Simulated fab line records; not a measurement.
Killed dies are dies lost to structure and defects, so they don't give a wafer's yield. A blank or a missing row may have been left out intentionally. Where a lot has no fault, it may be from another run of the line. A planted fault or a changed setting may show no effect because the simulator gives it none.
Which tool did it? | flow nandHarc | 33 wafers from 11 lots sampled at 6 of the route's 1302 steps

WHAT THE GAUGES READ, wafer by wafer
NHARC_P_BONDPAD_THK_MEAS_33: measures by ellipsometry.
lot  | measured     | on           | thkNm (nm)
L882 | day 6 17:52  | filmMetro-02 | 197.8 199.6 199.5
L883 | day 7 02:34  | filmMetro-01 | 198.3 201.4 203.5
L884 | day 7 07:10  | filmMetro-02 | 199.5 199.4 198.8
L885 | day 7 18:38  | filmMetro-01 | 199.0 204.5 203.4
L887 | day 8 15:38  | filmMetro-02 | 198.6 199.5 200.8
L888 | day 8 23:49  | filmMetro-01 | 201.7 201.9 202.6
L891 | day 10 09:10 | filmMetro-02 | 199.9 200.6 201.1
L893 | day 11 05:46 | filmMetro-01 | 188.4 201.7 186.6
L894 | day 11 12:29 | filmMetro-02 | 194.3 193.9 196.7
L899 | day 13 16:43 | filmMetro-02 | 200.5 201.3 198.5
L905 | day 16 01:42 | filmMetro-01 | 202.5 201.6 203.7

NHARC_END_SORT_01.
lot  | measured     | on        | defectLimitedYield (%) | killedAtArray | killedAtOther | killedAtPeriphery | killedDies | killedOpen | killedShort | sort_bin_2_pct (%) | sort_bin_3_pct (%) | sort_bin_4_pct (%) | sortNPass   | sortRimYieldPct (%) | sortYieldPct (%)
L888 | day 27 02:41 | prober-01 | 91.6 92.9 92.0         | 54 45 52      | 2 1 0         | 1 2 2             | 57 48 54   | 5 3 4      | 3 3 3       | 3.0 2.5 2.1        | 1.2 0.4 1.0        | 4.3 4.1 4.9        | 620 629 623 | 99 100 94           | 91.6 92.9 92.0
L893 | day 29 02:50 | prober-01 | 86.3 87.9 90.3         | 88 80 63      | 0 0 1         | 5 2 2             | 93 82 66   | 3 5 4      | 0 2 2       | 5.6 4.6 3.2        | 0.9 0.7 0.6        | 7.2 6.8 5.9        | 584 595 611 | 97 98 86            | 86.3 87.9 90.3
L899 | day 31 18:06 | prober-01 | 93.2 94.5 94.7         | 42 29 31      | 0 0 0         | 4 8 5             | 46 37 36   | 4 3 1      | 6 2 1       | 2.1 2.4 1.3        | 0.3 0 0.3          | 4.4 3.1 3.7        | 631 640 641 | 91 92 85            | 93.2 94.5 94.7

EACH LOT AND THE TOOL THAT RAN IT (in order: tool; ch and the chambers of the sampled wafers; start)
lot  | NHARC_P_M1_DEP_33               | NHARC_P_M2_STRIP_18               | NHARC_P_M2_DEGAS_29         | NHARC_P_BONDPAD_DEP_00
L882 | pecvd-02 ch 0,2, day 6 12:40    | rieDiel-10 ch 0,1,2, day 6 14:27  | pvdSputter-03, day 6 15:06  | pecvd-04 ch 0,1,2, day 6 17:13
L883 | pecvd-04 ch 1,2, day 6 21:09    | rieDiel-10 ch 0,1,2, day 6 22:56  | pvdSputter-01, day 6 23:34  | pecvd-04 ch 0,1,2, day 7 01:55
L884 | pecvd-03 ch 1,2, day 7 01:58    | rieDiel-02 ch 0,2, day 7 03:44    | pvdSputter-03, day 7 04:22  | pecvd-02 ch 1,2, day 7 06:31
L885 | pecvd-02 ch 0,1,2, day 7 13:15  | rieDiel-02 ch 0,1,3, day 7 15:04  | pvdSputter-03, day 7 15:42  | pecvd-03 ch 0,1,2, day 7 18:01
L887 | pecvd-04 ch 0,2, day 8 10:30    | rieDiel-02 ch 0,1,2, day 8 12:09  | pvdSputter-01, day 8 12:50  | pecvd-03 ch 0,1,2, day 8 15:01
L888 | pecvd-02 ch 1,2, day 8 18:40    | rieDiel-02 ch 0,2,3, day 8 20:28  | pvdSputter-03, day 8 21:04  | pecvd-02 ch 0,1,2, day 8 23:12
L891 | pecvd-03 ch 0,1,2, day 10 03:51 | rieDiel-10 ch 0,1,3, day 10 05:41 | pvdSputter-02, day 10 06:18 | pecvd-04 ch 0,1,2, day 10 08:36
L893 | pecvd-04 ch 0,1,2, day 10 23:59 | rieDiel-02 ch 0,3, day 11 01:31   | pvdSputter-02, day 11 02:10 | pecvd-04 ch 0,1,2, day 11 04:25
L894 | pecvd-02 ch 0,1, day 11 06:34   | rieDiel-02 ch 0,2,3, day 11 08:20 | pvdSputter-01, day 11 08:58 | pecvd-02 ch 0,1,2, day 11 11:08
L899 | pecvd-04 ch 1,2, day 13 11:31   | rieDiel-02 ch 0,1,3, day 13 13:10 | pvdSputter-03, day 13 13:49 | pecvd-02 ch 0,1, day 13 15:59
L905 | pecvd-04 ch 1,2, day 15 20:26   | rieDiel-10 ch 0,1,2, day 15 22:17 | pvdSputter-03, day 15 22:56 | pecvd-02 ch 0,2, day 16 01:05
- NHARC_P_M1_DEP_33: deposits SiCN, target thk 30 nm.
- NHARC_P_M2_STRIP_18: strips in N2/H2.
- NHARC_P_M2_DEGAS_29: time 60 s.
- NHARC_P_BONDPAD_DEP_00: deposits SiCN, target thk 250 nm.

WHAT THE TOOLS THEMSELVES READ (means of the sampled wafers that have a number; where no wafer has one, the mark that the record gives instead)
NHARC_P_M1_DEP_33.
lot  | tool     | chamberPressureTorr (Torr) | heaterPowerW (W) | rfFwdPowerW (W)
L882 | pecvd-02 | 2.999                      | 558              | 448.9
L883 | pecvd-04 | 2.991                      | 659              | 447.7
L884 | pecvd-03 | 2.995                      | 441              | 449.5
L885 | pecvd-02 | 2.999                      | 495              | 449.2
L887 | pecvd-04 | 2.998                      | 717              | 448.8
L888 | pecvd-02 | 3.002                      | 507              | 449.1
L891 | pecvd-03 | 3.003                      | 525              | 450.0
L893 | pecvd-04 | 2.998                      | 642              | 449.7
L894 | pecvd-02 | 3.004                      | 578              | 450.1
L899 | pecvd-04 | 3.005                      | 562              | 448.6
L905 | pecvd-04 | 3.007                      | 561              | 448.1

NHARC_P_M2_STRIP_18.
lot  | tool       | drypumpMotorCurrentA (A) | oesProductAu (a.u.) | rfFwdPowerW (W) | rfVppV (V) | showerheadPlenumPTorr (Torr) | throttleValvePct (%)
L882 | rieDiel-10 | 5.2                      | 1.006               | 995             | 89.7       | 1.98                         | 14.176
L883 | rieDiel-10 | 5.2                      | 1.006               | 1000            | 89.6       | 1.98                         | 14.168
L884 | rieDiel-02 | 5.5                      | 1.003               | 1001            | 90.2       | 2.02                         | 14.170
L885 | rieDiel-02 | 5.9                      | 0.993               | 996             | 91.5       | 2.06                         | 14.176
L887 | rieDiel-02 | 5.7                      | 0.997               | 998             | 90.5       | 2.05                         | 14.166
L888 | rieDiel-02 | 5.6                      | 1.000               | 996             | 91.0       | 2.03                         | 14.176
L891 | rieDiel-10 | 5.7                      | 1.008               | 996             | 89.7       | 1.98                         | 14.175
L893 | rieDiel-02 | 5.7                      | 0.995               | 999             | 90.9       | 2.04                         | 14.176
L894 | rieDiel-02 | 5.6                      | 1.003               | 997             | 90.5       | 2.03                         | 14.171
L899 | rieDiel-02 | 5.9                      | 0.991               | 1001            | 91.2       | 2.06                         | 14.168
L905 | rieDiel-10 | 5.2                      | 0.992               | 997             | 91.2       | 1.98                         | 14.173

NHARC_P_M2_DEGAS_29.
lot  | tool          | heaterPowerW (W)
L882 | pvdSputter-03 | 329
L883 | pvdSputter-01 | 315
L884 | pvdSputter-03 | 302
L885 | pvdSputter-03 | 334
L887 | pvdSputter-01 | 322
L888 | pvdSputter-03 | 311
L891 | pvdSputter-02 | 317
L893 | pvdSputter-02 | 310
L894 | pvdSputter-01 | 322
L899 | pvdSputter-03 | 296
L905 | pvdSputter-03 | 324

NHARC_P_BONDPAD_DEP_00.
lot  | tool     | chamberPressureTorr (Torr) | heaterPowerW (W) | rfFwdPowerW (W)
L882 | pecvd-04 | 3.002                      | 641              | 449.2
L883 | pecvd-04 | 3.003                      | 626              | 448.6
L884 | pecvd-02 | 2.997                      | 512              | 447.3
L885 | pecvd-03 | 3.012                      | 487              | 449.4
L887 | pecvd-03 | 3.004                      | 511              | 448.2
L888 | pecvd-02 | 3.000                      | 498              | 448.3
L891 | pecvd-04 | 2.997                      | 629              | 447.7
L893 | pecvd-04 | 2.998                      | 660              | 450.1
L894 | pecvd-02 | 2.999                      | 541              | 449.7
L899 | pecvd-02 | 3.003                      | 530              | 447.7
L905 | pecvd-02 | 2.997                      | 598              | 448.9

THE ANSWER, worked out from the rows above alone
Rule: the lots themselves supply what counts as usual. Put in order of their means at a reading, lots are off if they are a third of the lots or fewer, leave a main group of 4 or more, and stand apart from it by a gap of 3 or more times the standard deviation of the main group's means; of several such gaps the widest counts. Not used: any main group whose means are identical at the precision the tables above print for the reading. Also off: a lot with no number at a reading for which 4 or more lots have one. The other lots that the step has rows for count as sound. The gauges are gone through in route order, then the tools' own readings, and for those a lot's mean is taken as printed above. The first step at which some lot is off is used, and at that step the reading that is off furthest; a lot without a number counts as furthest.
Off at NHARC_P_BONDPAD_THK_MEAS_33 (thkNm): L893, L894. Mean 200.7 nm and standard deviation 1.3 in the main group.
A tool fits if, at a process step before that reading, it ran every lot that is off, and no sound lot after the first of them. Gauges at NHARC_P_BONDPAD_THK_MEAS_33: tried the same way as those tools. None of those tried fits.

WHAT WAS PUT IN BY THE SIMULATOR
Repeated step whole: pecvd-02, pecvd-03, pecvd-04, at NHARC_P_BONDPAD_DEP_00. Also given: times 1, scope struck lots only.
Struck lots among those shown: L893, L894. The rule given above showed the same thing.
